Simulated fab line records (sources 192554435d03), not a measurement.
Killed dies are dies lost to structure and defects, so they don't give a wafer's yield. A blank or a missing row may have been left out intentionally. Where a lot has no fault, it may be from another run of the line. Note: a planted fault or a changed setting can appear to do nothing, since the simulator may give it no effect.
Which tool was responsible? -- flow n5_finfet -- 10 lots, 30 wafers sampled, at 1 step of a route of 1938

== WHAT THE GAUGES SHOWED, per wafer ==
N5_BEOL_M12_THK_MEAS_01. Usual: M12_ILD_THK 659 nm, standard deviation 9.
lot,measured,on,M12_ILD_THK (nm),flag
L559,day 11 13:25,film_metro-02,660 675 661,
L560,day 11 22:56,film_metro-02,647 664 669,
L564,day 12 11:50,film_metro-02,658 658 668,
L566,day 13 08:15,film_metro-02,660 680 664,
L567,day 13 17:11,film_metro-01,646 654 662,
L568,day 13 17:26,film_metro-02,642 649 665,
L569,day 14 10:52,film_metro-02,661 667 659,
L575,day 15 03:10,film_metro-01,653 662 672,
L576,day 15 20:07,film_metro-01,649 665 664,
L578,day 16 04:14,film_metro-02,677 678 662,

== WHICH TOOL RAN EACH LOT (tool, then ch and the chambers of the sampled wafers, then the start) ==
The record shows no process step preceding these readings.

== WHAT THE TOOLS THEMSELVES READ (means of the sampled wafers that have a number; where no wafer has one, the mark that the record gives instead) ==
The record holds no such reading with a usual standard deviation.

== THE ANSWER, worked out from the rows above alone ==
Rule: a lot is off if the mean of its wafers that have a number lies more than 3 standard deviations from the usual mean. A lot without any number at a reading at which 4 lots or more have one is off too. Where the step has rows for the other lots, those lots are counted as sound. The gauges are gone through in route order, then the tools' own readings, and for those a lot's mean is taken as printed above. At the first step where some lot is off, the reading lying furthest off is the one used; lots without a number count as furthest.
Nothing can be told from this: no lot is off at any reading shown.

== WHAT HAD BEEN PUT IN BY THE SIMULATOR ==
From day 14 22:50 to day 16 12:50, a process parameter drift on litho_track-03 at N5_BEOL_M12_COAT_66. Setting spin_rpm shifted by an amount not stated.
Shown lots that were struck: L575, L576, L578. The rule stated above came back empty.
